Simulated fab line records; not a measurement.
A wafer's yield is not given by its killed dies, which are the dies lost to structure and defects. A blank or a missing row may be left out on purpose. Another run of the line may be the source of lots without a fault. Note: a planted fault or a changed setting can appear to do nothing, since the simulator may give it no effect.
fab line records ; flow n5Finfet ; part 1 of 2: steps 1 to 25 of 26
record: lots: 6; wafers: 18; lastDay: 17
route steps=1938 shown BEOL_M14@1727 PASSIVATION@1936
lots untouched by any fault: they come from a run of this same line in which no faults occurred
startH: start of the lot's first displayed wafer, in hours after the record's first day ; waitH: hours from the lot's prior step to this one ; " as in the row above ; L1.1+2: a single row standing in for several wafers ; - no value, or no start was given ; * or withheld: withheld ; < > ~ a bound
route shown NAME@n: names a module that has steps shown in the file, with the first one's number in the route ; usual: mean and standard deviation over wafers with no fault ; same: alike in all rows ; chamber/n: place in a boat ; sites: the reading at each site ; _std_site: their standard deviation ; _edge_site: mean of outer sites minus mean of inner sites ; radiusMm: for every site, how far away it sits from the centre of the wafer ; mask NAME#n: copy n ; behind: tool/chamber where the wafer was last shaped ; hold: why the lot went on hold/how many hours it stayed there/how the hold came to an end ; device: transistor that didn't switch, given as n, p or np ; end of line: at the end of the route, the tests of the same wafers ; a step given without rows: its recipe and nothing more ; killed: count of dies lost to structure and defects at first sort (not the wafer's yield) ; map: a wafer's dies, x killed, . not, _ none there
set.NAME: the setting that was run; set.NAME@STEP: the one run at that earlier step ; model.NAME: the simulator's own value behind a step, which no gauge read
a table for each step, a row for each wafer; lots at some steps of the route
services: when a tool's chamber went out of use (startH, in hours from the record's first day, below 0 if earlier), for how many hours, and the reason
== steps ==
step: N5_BEOL_M14_OVL_MEAS_11
recipe: pointsPerWafer: 44
usual: V13_OVL: 6/4.3
lot.wafer;tool;chamber;startH;waitH;V13_OVL[nm]
L257.2;overlay-01;0;230.66;0.0;11
L257.4;overlay-01;0;230.66;0.0;0
L257.6;overlay-01;0;230.66;0.0;1
L263.2;overlay-02;0;276.84;0.0;-1
L263.3;overlay-02;0;276.84;0.0;9
L263.4;overlay-02;0;276.84;0.0;4
L275.4;overlay-02;0;346.83;0.0;7
L275.5;overlay-02;0;346.83;0.0;5
L275.6;overlay-02;0;346.83;0.0;7
L276.4;overlay-01;0;372.46;0.0;5
L276.5;overlay-01;0;372.46;0.0;7
L276.6;overlay-01;0;372.46;0.0;7
L279.1;overlay-01;0;379.43;0.0;0
L279.4;overlay-01;0;379.43;0.0;5
L279.5;overlay-01;0;379.43;0.0;6
L280.2;overlay-02;0;384.17;0.0;6
L280.4;overlay-02;0;384.17;0.0;7
L280.5;overlay-02;0;384.17;0.0;9
step: N5_BEOL_M14_INSPECT_12
recipe: mode: adi; inspectInstrument: macro
usual: rawDefectCount: 1.9/1.4
lot.wafer;tool;chamber;startH;waitH;rawDefectCount
L257.2;defectInspect-01;-;230.68;0.0;1
L257.4;defectInspect-01;-;230.68;0.0;3
L257.6;defectInspect-01;-;230.68;0.0;2
L263.2;defectInspect-01;-;276.86;0.0;1
L263.3;defectInspect-01;-;276.86;0.0;1
L263.4;defectInspect-01;-;276.86;0.0;4
L275.4;defectInspect-01;-;346.86;0.0;1
L275.5;defectInspect-01;-;346.86;0.0;3
L275.6;defectInspect-01;-;346.86;0.0;3
L276.4;defectInspect-01;-;372.49;0.0;3
L276.5;defectInspect-01;-;372.49;0.0;1
L276.6;defectInspect-01;-;372.49;0.0;2
L279.1;defectInspect-01;-;379.45;0.0;0
L279.4;defectInspect-01;-;379.45;0.0;1
L279.5;defectInspect-01;-;379.45;0.0;1
L280.2;defectInspect-02;-;384.19;0.0;2
L280.4;defectInspect-02;-;384.19;0.0;4
L280.5;defectInspect-02;-;384.19;0.0;2
step: N5_BEOL_M14_DESCUM_15
recipe: chemistry: O2; timeS: 7.9; sourcePowerW: 50; biasPowerW: 20; pressureMtorr: 20; rfFrequencyHz: 2.712e+07; tempC: 40; o2FlowSccm: 225
usual: biasPowerW: 20.01/0.066; drypumpMotorCurrentA: 5.7/0.42; oesProductAu: 0.80/0.085; rfVppV: 243.6/1.2; showerheadPlenumPTorr: 2.11/0.065; throttleValvePct: 20.29/0.21
lot.wafer;tool;chamber;startH;waitH;biasPowerW;drypumpMotorCurrentA;oesProductAu;rfHoursCounterH;rfVppV;showerheadPlenumPTorr;throttleValvePct
L257.2;rieDiel-06;1;230.80;0.1;20.08;6.1;0.67;244;242.2;2.07;20.52
L257.4;rieDiel-06;3;230.80;0.1;19.89;5.8;0.72;211;243.8;2.04;20.43
L257.6;rieDiel-06;0;230.80;0.1;20.03;5.7;0.75;-;242.6;2.06;19.98
L263.2;rieDiel-06;0;277.24;0.4;20.12;5.7;0.74;168;243.8;2.05;20.03
L263.3;rieDiel-06;3;277.24;0.4;20.01;5.8;0.72;224;244.3;2.03;20.42
L263.4;rieDiel-06;2;277.24;0.4;20.00;6.1;0.73;-;243.3;2.16;19.99
L275.4;rieDiel-05;3;346.98;0.1;20.01;5.6;0.81;-;244.8;2.21;20.37
L275.5;rieDiel-05;1;346.98;0.1;19.95;5.2;0.88;-;242.8;2.13;20.30
L275.6;rieDiel-05;2;346.98;0.1;20.02;6.4;0.75;-;244.4;2.20;20.60
L276.4;rieDiel-04;1;372.52;0.0;19.94;5.1;0.89;35;244.4;2.13;20.59
L276.5;rieDiel-04;1;372.52;0.0;20.08;5.1;0.89;-;244.4;2.13;20.60
L276.6;rieDiel-04;2;372.52;0.0;19.93;4.8;0.87;-;244.6;2.13;20.53
L279.1;rieDiel-04;1;379.49;0.0;19.95;5.1;0.88;36;244.4;2.13;20.60
L279.4;rieDiel-04;2;379.49;0.0;20.10;4.8;0.87;52;243.2;2.13;20.55
L279.5;rieDiel-04;0;379.49;0.0;19.93;5.9;0.80;-;240.9;2.03;20.25
L280.2;rieDiel-05;2;384.23;0.0;19.99;6.3;0.73;173;243.1;2.19;20.62
L280.4;rieDiel-05;3;384.23;0.0;19.92;5.6;0.80;90;245.6;2.21;20.40
L280.5;rieDiel-05;3;384.23;0.0;20.06;5.6;0.79;-;245.7;2.21;20.38
step: N5_BEOL_M14_ETCH_59
recipe: chemistry: N2/H2; target: BARC; targetDepthA: 890; overetchA: 267; timeS: 67.9; ionEnergyEv: 200; pressureMtorr: 30; sourceW: 840; biasW: 150; n2FlowSccm: 200; h2FlowSccm: 200
usual: drypumpMotorCurrentA: 5.7/0.42; oesProductAu: 0.69/0.071; rfVppV: 524.7/2.1; showerheadPlenumPTorr: 2.58/0.08; throttleValvePct: 17.82/0.19
lot.wafer;tool;chamber;startH;waitH;drypumpMotorCurrentA;oesProductAu;rfHoursCounterH;rfVppV;showerheadPlenumPTorr;throttleValvePct
L257.2;rieDiel-06;1;230.84;0.0;6.2;0.60;244;522.7;2.48;17.82
L257.4;rieDiel-06;3;230.84;0.0;5.8;0.62;211;522.4;2.52;18.13
L257.6;rieDiel-06;0;230.84;0.0;5.7;0.65;-;524.3;2.55;17.75
L263.2;rieDiel-06;0;277.28;0.0;5.7;0.64;168;523.1;2.54;17.78
L263.3;rieDiel-06;3;277.28;0.0;5.8;0.61;224;523.8;2.51;18.15
L263.4;rieDiel-06;2;277.28;0.0;6.1;0.62;-;526.8;2.66;17.77
L275.4;rieDiel-05;3;347.02;0.0;5.6;0.70;-;527.1;2.71;17.98
L275.5;rieDiel-05;1;347.02;0.0;5.2;0.76;-;525.5;2.59;17.79
L275.6;rieDiel-05;2;347.02;0.0;6.3;0.65;-;527.2;2.65;17.89
L276.4;rieDiel-04;1;372.55;0.0;5.1;0.76;35;526.0;2.58;17.92
L276.5;rieDiel-04;1;372.55;0.0;5.1;0.76;-;522.9;2.58;17.91
L276.6;rieDiel-04;2;372.55;0.0;4.8;0.74;-;524.9;2.58;17.98
L279.1;rieDiel-04;1;379.52;0.0;5.1;0.76;36;526.0;2.58;17.89
L279.4;rieDiel-04;2;379.52;0.0;4.8;0.74;52;525.3;2.58;17.95
L279.5;rieDiel-04;0;379.52;0.0;5.9;0.70;-;522.6;2.48;17.86
L280.2;rieDiel-05;2;384.26;0.0;6.3;0.64;173;526.0;2.65;17.89
L280.4;rieDiel-05;3;384.26;0.0;5.6;0.69;90;526.3;2.70;18.00
L280.5;rieDiel-05;3;384.26;0.0;5.6;0.68;-;528.2;2.70;18.00
step: N5_BEOL_M14_VIA_ETCH_16
recipe: chemistry: C4F8/O2/Ar; target: SiO2; heInnerTorr: 15; heOuterTorr: 30; targetDepthA: 12313; timeS: withheld; ionEnergyEv: 800; pressureMtorr: 20; sourceW: 1905; biasW: 2040; Ar_flow_sccm: 400; C4F8_flow_sccm: 16; O2_flow_sccm: 12; ends: cleared
usual: drypumpMotorCurrentA: 5.7/0.42; heOuterTorr: 30.00/0.067; oesProductAu: 0.73/0.076; rfVppV: 2230/91; showerheadPlenumPTorr: 3.48/0.08; throttleValvePct: 30.8/0.3
lot.wafer;tool;chamber;startH;waitH;drypumpMotorCurrentA;heOuterTorr;oesProductAu;rfVppV;showerheadPlenumPTorr;throttleValvePct
L257.2;rieDiel-06;1;230.89;0.0;6.1;29.96;0.60;2295;3.41;30.9
L257.4;rieDiel-06;3;230.89;0.0;5.8;30.02;0.66;2317;3.43;31.3
L257.6;rieDiel-06;0;230.89;0.0;5.7;30.08;0.67;2365;3.45;30.7
L263.2;rieDiel-06;0;277.33;0.0;5.7;29.95;0.66;2363;3.44;30.7
L263.3;rieDiel-06;3;277.33;0.0;5.8;30.10;0.65;2315;3.42;31.3
L263.4;rieDiel-06;2;277.33;0.0;6.1;29.97;0.66;2223;3.55;30.3
L275.4;rieDiel-05;3;347.14;0.1;5.6;29.99;0.74;2094;3.57;30.6
L275.5;rieDiel-05;1;347.14;0.1;5.2;30.08;0.80;2272;3.49;30.8
L275.6;rieDiel-05;2;347.14;0.1;6.3;30.16;0.69;2086;3.60;31.2
L276.4;rieDiel-04;1;372.60;0.0;5.1;29.92;0.82;2171;3.50;31.2
L276.5;rieDiel-04;1;372.60;0.0;5.1;29.99;0.82;2170;3.50;31.2
L276.6;rieDiel-04;2;372.60;0.0;4.8;30.07;0.78;2275;3.48;31.0
L279.1;rieDiel-04;1;379.57;0.0;5.1;30.03;0.82;2169;3.49;31.2
L279.4;rieDiel-04;2;379.57;0.0;4.8;30.00;0.77;2277;3.48;31.0
L279.5;rieDiel-04;0;379.57;0.0;5.9;30.14;0.74;2160;3.34;30.7
L280.2;rieDiel-05;2;384.31;0.0;6.3;29.88;0.68;2083;3.59;31.2
L280.4;rieDiel-05;3;384.31;0.0;5.6;30.01;0.72;2091;3.57;30.6
L280.5;rieDiel-05;3;384.31;0.0;5.6;30.04;0.72;2093;3.57;30.6
step: N5_BEOL_M14_STRIP_63
recipe: chemistry: O2; powerW: 600; tempC: 60; pressureMtorr: 30; rfFrequencyHz: 6e+07; biasPowerW: 0; overashFraction: 0.3; o2FlowSccm: 225
step: N5_BEOL_M14_STRIP_64
recipe: chemistry: O2; powerW: 600; tempC: 60; pressureMtorr: 30; rfFrequencyHz: 6e+07; biasPowerW: 0; overashFraction: 0.3; o2FlowSccm: 225
usual: drypumpMotorCurrentA: 5.7/0.42; oesProductAu: 0.80/0.085; rfVppV: 3.6/0.5; showerheadPlenumPTorr: 2.12/0.065; throttleValvePct: 16.54/0.17
same: biasPowerW: 0
lot.wafer;tool;chamber;startH;waitH;drypumpMotorCurrentA;oesProductAu;rfHoursCounterH;rfVppV;showerheadPlenumPTorr;throttleValvePct
L257.2;rieDiel-06;1;-;-;6.1;0.67;244;3.4;2.08;16.81
L257.4;rieDiel-06;3;-;-;5.8;0.71;211;3.9;2.04;16.71
L257.6;rieDiel-06;0;-;-;5.8;0.75;-;3.6;2.06;16.32
L263.2;rieDiel-06;0;-;-;5.7;0.73;169;3.0;2.06;16.37
L263.3;rieDiel-06;3;-;-;5.8;0.72;224;3.7;2.04;16.75
L263.4;rieDiel-06;2;-;-;6.1;0.72;-;3.9;2.16;16.34
L275.4;rieDiel-05;3;-;-;5.6;0.81;-;3.6;2.22;16.55
L275.5;rieDiel-05;1;-;-;5.2;0.87;-;3.6;2.13;16.52
L275.6;rieDiel-05;2;-;-;6.3;0.76;-;2.9;2.20;16.77
L276.4;rieDiel-04;1;-;-;5.1;0.89;35;3.4;2.13;16.74
L276.5;rieDiel-04;1;-;-;5.1;0.89;-;2.9;2.13;16.74
L276.6;rieDiel-04;2;-;-;4.8;0.87;-;3.9;2.14;16.71
L279.1;rieDiel-04;1;-;-;5.1;0.88;37;3.7;2.13;16.74
L279.4;rieDiel-04;2;-;-;4.8;0.87;52;3.9;2.14;16.72
L279.5;rieDiel-04;0;-;-;5.9;0.81;-;3.3;2.03;16.53
L280.2;rieDiel-05;2;-;-;6.3;0.74;173;3.6;2.20;16.80
L280.4;rieDiel-05;3;-;-;5.6;0.80;90;5.3;2.21;16.61
L280.5;rieDiel-05;3;-;-;5.6;0.79;-;3.3;2.21;16.60
step: N5_BEOL_M14_STRIP_71
recipe: chemistry: postEtchResidueRemover; timeS: 60; tempC: 25; removerPh: withheld; removerWaterWtPct: withheld; removerFluorideWtPct: withheld
step: N5_BEOL_M14_SRD_72
recipe: timeS: 30; tempC: 23; rinseLiquid: diw; dry: n2Spin; spinRpm: 1500; dryTimeS: 30
step: N5_BEOL_M14_CD_MEAS_17
recipe: targetCdNm: 250; polarity: opening
usual: cdNm: 251.2/2.8
lot.wafer;tool;chamber;startH;waitH;cdNm
L257.2;cdSem-02;-;231.24;0.0;251.0
L257.4;cdSem-02;-;231.24;0.0;247.7
L257.6;cdSem-02;-;231.24;0.0;246.3
L263.2;cdSem-02;-;277.68;0.0;247.6
L263.3;cdSem-02;-;277.68;0.0;249.5
L263.4;cdSem-02;-;277.68;0.0;252.0
L275.4;cdSem-01;-;347.40;0.0;248.7
L275.5;cdSem-01;-;347.40;0.0;246.4
L275.6;cdSem-01;-;347.40;0.0;252.1
L276.4;cdSem-01;-;372.96;0.0;253.0
L276.5;cdSem-01;-;372.96;0.0;249.6
L276.6;cdSem-01;-;372.96;0.0;254.9
L279.1;cdSem-01;-;379.92;0.0;251.3
L279.4;cdSem-01;-;379.92;0.0;251.7
L279.5;cdSem-01;-;379.92;0.0;251.3
L280.2;cdSem-01;-;384.66;0.0;254.8
L280.4;cdSem-01;-;384.66;0.0;249.5
L280.5;cdSem-01;-;384.66;0.0;250.8
step: N5_BEOL_M14_COAT_65
recipe: resist: SOC; tempC: 250; timeS: 60; spinRpm: 1500; resistThkNm: 450
step: N5_BEOL_M14_COAT_66
recipe: resist: SiARC; tempC: 220; timeS: 60; spinRpm: 1500; resistThkNm: 110
step: N5_BEOL_M14_COAT_22
recipe: spinRpm: 2888; resistThkNm: 300
usual: chillPlateTempC: 23.00/0.096; spinSpeedRpm: 2888.2/1.9
lot.wafer;tool;chamber;startH;waitH;chillPlateTempC;spinSpeedRpm;model.coat_of_BEOL_M14_COAT_22.thkNm
L257.2;lithoTrack-05;0;231.28;-;23.17;2890.1;300.8
L257.4;lithoTrack-05;0;231.28;-;22.83;2891.5;301.2
L257.6;lithoTrack-05;0;231.28;-;22.84;2889.2;299.8
L263.2;lithoTrack-03;0;277.72;-;22.97;2888.8;300.2
L263.3;lithoTrack-03;0;277.72;-;23.05;2884.8;300.6
L263.4;lithoTrack-03;0;277.72;-;22.89;2888.3;301.6
L275.4;lithoTrack-03;0;347.44;-;22.85;2290.1;338
L275.5;lithoTrack-03;0;347.44;-;22.95;2288.3;338
L275.6;lithoTrack-03;0;347.44;-;22.84;2289.3;338.6
L276.4;lithoTrack-03;0;373.00;-;22.92;2286.5;337.6
L276.5;lithoTrack-03;0;373.00;-;22.98;2288.6;337.2
L276.6;lithoTrack-03;0;373.00;-;23.11;2290.7;336.8
L279.1;lithoTrack-04;0;379.96;-;23.17;2888.4;300.6
L279.4;lithoTrack-04;0;379.96;-;23.04;2889.7;299.8
L279.5;lithoTrack-04;0;379.96;-;23.08;2887.9;300
L280.2;lithoTrack-04;0;384.70;-;22.92;2886.8;300.6
L280.4;lithoTrack-04;0;384.70;-;23.02;2885.2;300.2
L280.5;lithoTrack-04;0;384.70;-;22.99;2888.5;300.6
step: N5_BEOL_M14_EBR_24
recipe: solvent: PGMEA; ebrWidthMm: 1.5
step: N5_BEOL_M14_SOFTBAKE_23
recipe: tempC: 130; timeS: 60
step: N5_BEOL_M14_EXPOSE_25
recipe: maskId: M14; na: 0.8; sourceShape: annular; sigmaInner: 0.5; sigmaOuter: 0.8; polarization: unpolarized; targetCdNm: 280; doseMj: 26.6
step: N5_BEOL_M14_PEB_26
recipe: pebTempC: 130; pebTimeS: 90
step: N5_BEOL_M14_DEVELOP_27
recipe: developTimeS: 45; rinseLiquid: diw; dry: airSpin; devTempC: 21
step: N5_BEOL_M14_HARDBAKE_32
recipe: tempC: 130; timeS: 120
step: N5_BEOL_M14_CD_MEAS_28
recipe: targetCdNm: 284.4; landingEnergyEv: 500; detector: seInlens
usual: cdNm: 284.7/2.2
same: landingEnergyEv: 500
lot.wafer;tool;chamber;startH;waitH;cdNm
L257.2;cdSem-01;0;231.56;-;282.1
L257.4;cdSem-01;0;231.56;-;286.3
L257.6;cdSem-01;0;231.56;-;285.5
L263.2;cdSem-01;0;278.00;-;282.7
L263.3;cdSem-01;0;278.00;-;281.9
L263.4;cdSem-01;0;278.00;-;284.3
L275.4;cdSem-01;0;347.85;-;282.9
L275.5;cdSem-01;0;347.85;-;281.5
L275.6;cdSem-01;0;347.85;-;285.0
L276.4;cdSem-01;0;373.28;-;281.8
L276.5;cdSem-01;0;373.28;-;283.4
L276.6;cdSem-01;0;373.28;-;283.5
L279.1;cdSem-01;0;380.25;-;283.1
L279.4;cdSem-01;0;380.25;-;284.4
L279.5;cdSem-01;0;380.25;-;285.1
L280.2;cdSem-03;0;385.11;-;283.1
L280.4;cdSem-03;0;385.11;-;281.3
L280.5;cdSem-03;0;385.11;-;286.4
step: N5_BEOL_M14_OVL_MEAS_29
recipe: pointsPerWafer: 44
usual: M14_OVL: 5/6
lot.wafer;tool;chamber;startH;waitH;M14_OVL[nm]
L257.2;overlay-01;0;231.59;0.0;1
L257.4;overlay-01;0;231.59;0.0;8
L257.6;overlay-01;0;231.59;0.0;7
L263.2;overlay-01;0;278.03;0.0;6
L263.3;overlay-01;0;278.03;0.0;0
L263.4;overlay-01;0;278.03;0.0;7
L275.4;overlay-01;0;347.88;0.0;7
L275.5;overlay-01;0;347.88;0.0;2
L275.6;overlay-01;0;347.88;0.0;11
L276.4;overlay-01;0;373.31;0.0;8
L276.5;overlay-01;0;373.31;0.0;-1
L276.6;overlay-01;0;373.31;0.0;5
L279.1;overlay-01;0;380.28;0.0;12
L279.4;overlay-01;0;380.28;0.0;7
L279.5;overlay-01;0;380.28;0.0;11
L280.2;overlay-02;0;385.14;0.0;-12
L280.4;overlay-02;0;385.14;0.0;-2
L280.5;overlay-02;0;385.14;0.0;-1
step: N5_BEOL_M14_INSPECT_30
recipe: mode: adi; inspectInstrument: macro
usual: rawDefectCount: 2.1/1.3
lot.wafer;tool;chamber;startH;waitH;rawDefectCount
L257.2;defectInspect-02;-;231.62;0.0;1
L257.4;defectInspect-02;-;231.62;0.0;4
L257.6;defectInspect-02;-;231.62;0.0;3
L263.2;defectInspect-01;-;278.06;0.0;1
L263.3;defectInspect-01;-;278.06;0.0;0
L263.4;defectInspect-01;-;278.06;0.0;3
L275.4;defectInspect-02;-;347.90;0.0;2
L275.5;defectInspect-02;-;347.90;0.0;1
L275.6;defectInspect-02;-;347.90;0.0;1
L276.4;defectInspect-01;-;373.34;0.0;1
L276.5;defectInspect-01;-;373.34;0.0;0
L276.6;defectInspect-01;-;373.34;0.0;1
L279.1;defectInspect-01;-;380.30;0.0;5
L279.4;defectInspect-01;-;380.30;0.0;0
L279.5;defectInspect-01;-;380.30;0.0;5
L280.2;defectInspect-02;-;385.17;0.0;1
L280.4;defectInspect-02;-;385.17;0.0;3
L280.5;defectInspect-02;-;385.17;0.0;3
step: N5_BEOL_M14_DESCUM_33
recipe: chemistry: O2; timeS: 7.9; sourcePowerW: 50; biasPowerW: 20; pressureMtorr: 20; rfFrequencyHz: 2.712e+07; tempC: 40; o2FlowSccm: 225
usual: biasPowerW: 20.00/0.058; drypumpMotorCurrentA: 5.8/0.4; oesProductAu: 0.80/0.093; rfVppV: 243.5/1.2; showerheadPlenumPTorr: 2.10/0.063; throttleValvePct: 20.26/0.21
lot.wafer;tool;chamber;startH;waitH;biasPowerW;drypumpMotorCurrentA;oesProductAu;rfHoursCounterH;rfVppV;showerheadPlenumPTorr;throttleValvePct
L257.2;rieDiel-06;3;231.72;0.1;19.97;5.8;0.72;211;243.5;2.04;20.40
L257.4;rieDiel-06;2;231.72;0.1;20.07;6.1;0.74;185;244.0;2.16;19.95
L257.6;rieDiel-06;1;231.72;0.1;19.96;6.1;0.67;-;243.3;2.07;20.53
L263.2;rieDiel-05;1;278.09;0.0;20.07;5.2;0.93;27;244.4;2.14;20.26
L263.3;rieDiel-05;3;278.09;0.0;19.96;5.6;0.86;46;245.8;2.22;20.32
L263.4;rieDiel-05;2;278.09;0.0;20.04;6.3;0.77;132;245.0;2.21;20.56
L275.4;rieDiel-04;1;348.03;0.1;20.01;5.1;0.89;30;244.5;2.13;20.59
L275.5;rieDiel-04;0;348.03;0.1;20.01;5.9;0.82;-;241.6;2.03;20.23
L275.6;rieDiel-04;1;348.03;0.1;19.92;5.1;0.89;-;244.5;2.13;20.58
L276.4;rieDiel-06;3;373.37;0.0;20.05;5.8;1.00;0;241.6;2.02;19.93
L276.5;rieDiel-06;3;373.37;0.0;20.02;5.8;0.99;-;243.5;2.02;19.96
L276.6;rieDiel-06;0;373.37;0.0;19.88;5.7;0.71;-;243.5;2.04;20.07
L279.1;rieDiel-06;2;380.34;0.0;19.98;6.1;0.69;241;243.4;2.14;20.06
L279.4;rieDiel-06;3;380.34;0.0;19.92;5.8;0.98;2;243.6;2.02;19.95
L279.5;rieDiel-06;0;380.34;0.0;20.00;5.7;0.72;-;243.6;2.04;20.08
L280.2;rieDiel-04;1;385.20;0.0;20.01;5.1;0.88;39;243.5;2.13;20.63
L280.4;rieDiel-04;3;385.20;0.0;20.09;5.4;0.82;80;242.5;2.05;20.49
L280.5;rieDiel-04;2;385.20;0.0;20.15;4.8;0.87;-;243.7;2.13;20.56
step: N5_BEOL_M14_ETCH_67
recipe: chemistry: CF4; target: SiARC; targetDepthA: 1430; timeS: 238.3; ionEnergyEv: 80; pressureMtorr: 40; sourceW: 545; biasW: 36; Ar_flow_sccm: 100; cf4FlowSccm: 100; ends: cleared
usual: drypumpMotorCurrentA: 5.8/0.4; etchRfOnTimeS: 239/10; oesProductAu: 0.69/0.08; rfVppV: 184.2/1.1; showerheadPlenumPTorr: 2.16/0.052; throttleValvePct: 15.53/0.19
lot.wafer;tool;chamber;startH;waitH;drypumpMotorCurrentA;etchRfOnTimeS;oesProductAu;rfHoursCounterH;rfVppV;showerheadPlenumPTorr;throttleValvePct;model.coat_of_BEOL_M14_COAT_22.thkNm
L257.2;rieDiel-06;3;231.76;0.0;5.8;228;0.63;211;184.7;2.14;15.91;212.2
L257.4;rieDiel-06;2;231.76;0.0;6.1;228;0.64;185;184.7;2.21;15.26;212.6
L257.6;rieDiel-06;1;231.76;0.0;6.1;259;0.56;-;183.9;2.12;15.77;211.4
L263.2;rieDiel-05;1;278.13;0.0;5.2;236;0.80;27;185.8;2.19;15.47;211.4
L263.3;rieDiel-05;3;278.13;0.0;5.6;239;0.73;46;183.7;2.26;15.40;211.2
L263.4;rieDiel-05;2;278.13;0.0;6.3;232;0.68;132;183.4;2.25;15.64;212.6
L275.4;rieDiel-04;1;348.06;0.0;5.1;228;0.79;30;183.2;2.18;15.64;249.2
L275.5;rieDiel-04;0;348.06;0.0;5.9;231;0.72;-;182.1;2.07;15.35;248.8
L275.6;rieDiel-04;1;348.06;0.0;5.1;229;0.78;-;184.4;2.18;15.65;249.8
L276.4;rieDiel-06;3;373.40;0.0;5.8;231;0.86;0;184.0;2.12;15.45;248.8
L276.5;rieDiel-06;3;373.40;0.0;5.8;234;0.86;-;183.5;2.12;15.46;248.2
L276.6;rieDiel-06;0;373.40;0.0;5.7;255;0.59;-;184.9;2.13;15.61;248
L279.1;rieDiel-06;2;380.37;0.0;6.1;235;0.60;241;185.3;2.19;15.37;211.4
L279.4;rieDiel-06;3;380.37;0.0;5.8;231;0.84;2;182.6;2.12;15.44;211
L279.5;rieDiel-06;0;380.37;0.0;5.7;253;0.59;-;183.7;2.13;15.61;211.2
L280.2;rieDiel-04;1;385.24;0.0;5.1;227;0.78;39;185.7;2.18;15.67;211.8
L280.4;rieDiel-04;3;385.24;0.0;5.4;247;0.68;80;182.0;2.08;15.46;211.4
L280.5;rieDiel-04;2;385.24;0.0;4.8;248;0.72;-;183.2;2.17;15.60;211.8
step: N5_BEOL_M14_ETCH_68
recipe: chemistry: N2/H2; target: SOC; maskMaterial: SiARC; sourceW: 3000; biasW: 350; tempC: 40; timeS: 450; ionEnergyEv: 200; pressureMtorr: 30; n2FlowSccm: 200; h2FlowSccm: 200
== key ==
firstSign: step: N5_BEOL_M14_COAT_22; reading: spinSpeedRpm; direction: down; sigmas: 99+; usual: *; struck: *
effect none on later readings
modelEffect: step: N5_BEOL_M14_COAT_22; value: coat_of_BEOL_M14_COAT_22.thkNm; without: 300.6; struck: 337.7
modelEffect: step: N5_BEOL_M14_ETCH_67; value: coat_of_BEOL_M14_COAT_22.thkNm; without: 211.8; struck: 248.8
metAt N5_BEOL_M14_COAT_22
struckWafers L275.4,L275.5,L275.6,L276.4,L276.5,L276.6
onsetBetween 277.72 347.44
fault: kind: processParameterDrift; tool: lithoTrack-03; chamber: -; onsetH: 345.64; steps: N5_BEOL_M14_COAT_22; channel: spinRpm; offset: *; shape: step; endH: 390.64; actsIn: *; stated: *
